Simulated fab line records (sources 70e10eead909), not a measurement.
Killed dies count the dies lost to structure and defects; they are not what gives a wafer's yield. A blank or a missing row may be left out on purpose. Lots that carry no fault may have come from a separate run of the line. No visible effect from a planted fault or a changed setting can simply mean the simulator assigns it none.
Which tool was responsible?    flow nandHarc    33 wafers from 11 lots sampled at 6 of the route's 1302 steps

## WHAT THE GAUGES READ, wafer by wafer
NHARC_END_SORT_01. Usual: defectLimitedYield 91.6 %, standard deviation 2.4; killedAtArray 52, standard deviation 16; killedAtOther 0.8, standard deviation 0.98; killedAtPeriphery 4.2, standard deviation 2.9; killedDies 57, standard deviation 16; killedOpen 3.3, standard deviation 1.9; killedShort 2.5, standard deviation 1.5; sort_bin_2_pct 3.0 %, standard deviation 1; sort_bin_3_pct 0.6 %, standard deviation 0.31; sort_bin_4_pct 4.8 %, standard deviation 1.5; sortNPass 620, standard deviation 16; sortRimYieldPct 90 %, standard deviation 4.1; sortYieldPct 91.6 %, standard deviation 2.4.
lot   measured      on         defectLimitedYield (%)  killedAtArray  killedAtOther  killedAtPeriphery  killedDies  killedOpen  killedShort  sort_bin_2_pct (%)  sort_bin_3_pct (%)  sort_bin_4_pct (%)  sortNPass    sortRimYieldPct (%)  sortYieldPct (%)  flag
L618  day 27 16:05  prober-02  90.1                    61             3              3                  67          3           3            2.2                 1.3                 6.4                 610          85                   90.1              
L620  day 29 01:30  prober-02  90.8                    54             2              6                  62          0           2            3.5                 0.7                 4.9                 615          90                   90.8              
L621  day 28 19:52  prober-01  93.6 93.1 95.1          37 46 31       1 0 0          5 1 2              43 47 33    6 4 5       4 3 1        2.5 3.2 2.1         0.6 0.7 0.3         3.2 3.0 2.5         634 630 644  92 94 92             93.6 93.1 95.1    

## WHAT TOOL EACH LOT RAN ON (gives the tool, then ch and the chambers of the sampled wafers, and finally the start)
lot   NHARC_A_CHANNEL_HOLE_D1_ETCH_39               NHARC_A_CHANNEL_HOLE_D1_ETCH_19  NHARC_A_CHANNEL_HOLE_D1_ETCH_22  NHARC_A_CHANNEL_HOLE_D1_XSEM_31  NHARC_A_CHANNEL_FILL_D1_ALD_02
L611  rieDiel-09 ch 2,3, day 9 12:54 or earlier     harEtch-02 ch 0,1, day 9 12:54   harEtch-02 ch 0,1, day 9 13:56   xsem-01 ch 0, day 9 18:36        aldHk-04 ch 1,3, day 9 19:04
L613  rieDiel-09 ch 1,2,3, day 10 06:44 or earlier  harEtch-02 ch 0,1, day 10 06:44  harEtch-02 ch 0,1, day 10 07:37  xsem-01 ch 0, day 10 12:30       aldHk-01 ch 1,2,3, day 10 12:48
L614  rieDiel-09 ch 0,2,3, day 10 15:46 or earlier  harEtch-02 ch 0,1, day 10 15:46  harEtch-02 ch 0,1, day 10 16:38  xsem-02 ch 0, day 10 21:31       aldHk-01 ch 0,1,3, day 10 21:53
L616  rieDiel-09 ch 0,1,2, day 11 11:50 or earlier  harEtch-02 ch 0,1, day 11 11:50  harEtch-02 ch 0,1, day 11 12:47  xsem-01 ch 0, day 11 17:31       aldHk-02 ch 0,2, day 11 17:49
L617  rieDiel-09 ch 1,2,3, day 11 22:44 or earlier  harEtch-01 ch 0,1, day 11 22:44  harEtch-01 ch 0,1, day 11 23:35  xsem-02 ch 0, day 12 04:20       aldHk-04 ch 0,1,2, day 12 04:56
L618  rieDiel-04 ch 0,2,3, day 12 05:12 or earlier  harEtch-02 ch 0, day 12 05:12    harEtch-02 ch 0, day 12 06:56    xsem-01 ch 0, day 12 14:57       aldHk-04 ch 0,2,3, day 12 15:23
L619  rieDiel-10 ch 0,2,3, day 12 19:32 or earlier  harEtch-01 ch 0,1, day 12 19:32  harEtch-01 ch 0,1, day 12 20:32  xsem-02 ch 0, day 13 01:05       aldHk-02 ch 0,1,2, day 13 01:26
L620  rieDiel-04 ch 0,1,2, day 13 04:45 or earlier  harEtch-01 ch 0,1, day 13 04:45  harEtch-01 ch 0,1, day 13 05:37  xsem-01 ch 0, day 13 10:23       aldHk-02 ch 0,1,3, day 13 10:49
L621  rieDiel-09 ch 0,1,3, day 13 06:31 or earlier  harEtch-02 ch 0,1, day 13 06:31  harEtch-02 ch 0,1, day 13 07:23  xsem-02 ch 0, day 13 12:15       aldHk-02 ch 1,2, day 13 12:35
L625  rieDiel-04 ch 1,2,3, day 15 13:28 or earlier  harEtch-02 ch 0,1, day 15 13:28  harEtch-02 ch 0,1, day 15 14:25  xsem-01 ch 0, day 15 19:04       -
L627  rieDiel-09 ch 0,1,2, day 16 02:11 or earlier  harEtch-02 ch 1, day 16 02:11    harEtch-02 ch 1, day 16 03:08    xsem-02 ch 0, day 16 07:47       -
- NHARC_A_CHANNEL_HOLE_D1_ETCH_39: etches the open film in N2/H2, target depth 260 nm, time 325 s.
- NHARC_A_CHANNEL_HOLE_D1_ETCH_19: etches the open film in C4F8/O2/Ar, time 34.5 s.
- NHARC_A_CHANNEL_HOLE_D1_ETCH_22: etches the open film in C4F8/O2/Ar, time 666.7 s, target depth 1600 nm.
- NHARC_A_CHANNEL_HOLE_D1_XSEM_31
- NHARC_A_CHANNEL_FILL_D1_ALD_02: deposits SiO2, target thk 6 nm, pulse time 10 s, ald cycles 60.

## WHAT THE TOOLS THEMSELVES READ (means of the sampled wafers that have a number; where no wafer has one, the mark that the record gives instead)
NHARC_A_CHANNEL_HOLE_D1_ETCH_39. Usual: drypumpMotorCurrentA 5.4 A, standard deviation 0.46; oesProductAu 1.005 a.u., standard deviation 0.015; rfVppV 430.8 V, standard deviation 2.8; showerheadPlenumPTorr 2.05 Torr, standard deviation 0.1; throttleValvePct 14.171 %, standard deviation 0.0099.
lot   tool        drypumpMotorCurrentA (A)  oesProductAu (a.u.)  rfVppV (V)  showerheadPlenumPTorr (Torr)  throttleValvePct (%)  flag
L611  rieDiel-09  5.4                       1.006                432.4       2.10                          14.177                
L613  rieDiel-09  5.2                       1.001                431.7       2.10                          14.163                
L614  rieDiel-09  5.3                       1.012                430.3       2.03                          14.175                
L616  rieDiel-09  5.2                       1.011                430.1       2.03                          14.180                
L617  rieDiel-09  5.2                       1.008                432.3       2.10                          14.180                
L618  rieDiel-04  5.7                       1.011                432.3       2.12                          14.172                
L619  rieDiel-10  6.0                       1.000                429.0       1.98                          14.177                
L620  rieDiel-04  5.3                       0.996                432.7       2.12                          14.168                
L621  rieDiel-09  5.2                       1.011                433.5       2.11                          14.163                
L625  rieDiel-04  5.7                       1.016                431.1       2.07                          14.166                
L627  rieDiel-09  5.2                       1.000                430.4       2.03                          14.163                

NHARC_A_CHANNEL_HOLE_D1_ETCH_19. Usual: drypumpMotorCurrentA 6.1 A, standard deviation 0.39; showerheadPlenumPTorr 3.70 Torr, standard deviation 0.15; throttleValvePct 37.038 %, standard deviation 0.0086.
lot   tool        drypumpMotorCurrentA (A)  showerheadPlenumPTorr (Torr)  throttleValvePct (%)  flag
L611  harEtch-02  5.8                       3.68                          37.043                
L613  harEtch-02  5.8                       3.68                          37.042                
L614  harEtch-02  5.8                       3.67                          37.045                
L616  harEtch-02  5.7                       3.56                          37.038                
L617  harEtch-01  6.5                       3.71                          37.039                
L618  harEtch-02  5.6                       3.43                          37.039                
L619  harEtch-01  6.5                       3.69                          37.040                
L620  harEtch-01  6.4                       3.72                          37.045                
L621  harEtch-02  5.8                       3.66                          37.045                
L625  harEtch-02  5.7                       3.90                          37.036                
L627  harEtch-02  5.9                       3.76                          37.047                

NHARC_A_CHANNEL_HOLE_D1_ETCH_22. Usual: drypumpMotorCurrentA 6.1 A, standard deviation 0.39; showerheadPlenumPTorr 3.66 Torr, standard deviation 0.14; throttleValvePct 32.155 %, standard deviation 0.0087.
lot   tool        drypumpMotorCurrentA (A)  showerheadPlenumPTorr (Torr)  throttleValvePct (%)  flag
L611  harEtch-02  5.8                       3.65                          32.169                
L613  harEtch-02  5.8                       3.64                          32.147                
L614  harEtch-02  5.9                       3.64                          32.151                
L616  harEtch-02  5.7                       3.52                          32.152                
L617  harEtch-01  6.5                       3.66                          32.148                
L618  harEtch-02  5.6                       3.40                          32.149                
L619  harEtch-01  6.5                       3.65                          32.157                
L620  harEtch-01  6.5                       3.68                          32.153                
L621  harEtch-02  5.8                       3.62                          32.148                
L625  harEtch-02  5.7                       3.85                          32.147                
L627  harEtch-02  5.9                       3.71                          32.157                

NHARC_A_CHANNEL_HOLE_D1_XSEM_31. Usual: botCdNm 74.2 nm, standard deviation 1.7; bowNm 8.69 nm, standard deviation 0.3; tiltDeg 0.07 degrees, standard deviation 0.049.
lot   tool     botCdNm (nm)  bowNm (nm)  tiltDeg (degrees)  flag
L611  xsem-01  73.6          9.06        0.00               
L613  xsem-01  73.8          9.03        0.01               
L614  xsem-02  73.5          8.55        0.03               
L616  xsem-01  74.3          8.53        0.10               
L617  xsem-02  71.6          8.95        0.14               
L618  xsem-01  74.0          8.83        0.00               
L619  xsem-02  75.1          8.79        0.06               
L620  xsem-01  72.7          9.35        0.13               
L621  xsem-02  78.4          8.34        0.06               
L625  xsem-01  74.6          8.30        0.10               
L627  xsem-02  74.5          8.56        0.08               

NHARC_A_CHANNEL_FILL_D1_ALD_02. Usual: heaterPowerW 457 W, standard deviation 44; precursorPulseHeightRel 1.000, standard deviation 0.019.
lot   tool      heaterPowerW (W)  precursorPulseHeightRel  flag
L611  aldHk-04  431               0.991                    
L613  aldHk-01  482               1.008                    
L614  aldHk-01  466               0.989                    
L616  aldHk-02  396               0.987                    
L617  aldHk-04  443               1.006                    
L618  aldHk-04  446               1.027                    
L619  aldHk-02  443               0.997                    
L620  aldHk-02  458               1.002                    
L621  aldHk-02  422               1.002                    

## THE ANSWER, worked out from the rows above alone
Rule: take the mean of a lot's wafers that have a number; if it is more than 3 standard deviations from the usual mean, the lot is off. Also off: a lot with no number at a reading for which 4 or more lots have one. Where the step has rows for the other lots, those lots are counted as sound. The gauges are gone through in route order, then the tools' own readings, and for those a lot's mean is taken as printed above. The first step at which some lot is off is used, and at that step the reading that is off furthest; a lot without a number counts as furthest.
None of the lots is off at any reading shown; this tells nothing.

## WHAT WAS PUT IN BY THE SIMULATOR
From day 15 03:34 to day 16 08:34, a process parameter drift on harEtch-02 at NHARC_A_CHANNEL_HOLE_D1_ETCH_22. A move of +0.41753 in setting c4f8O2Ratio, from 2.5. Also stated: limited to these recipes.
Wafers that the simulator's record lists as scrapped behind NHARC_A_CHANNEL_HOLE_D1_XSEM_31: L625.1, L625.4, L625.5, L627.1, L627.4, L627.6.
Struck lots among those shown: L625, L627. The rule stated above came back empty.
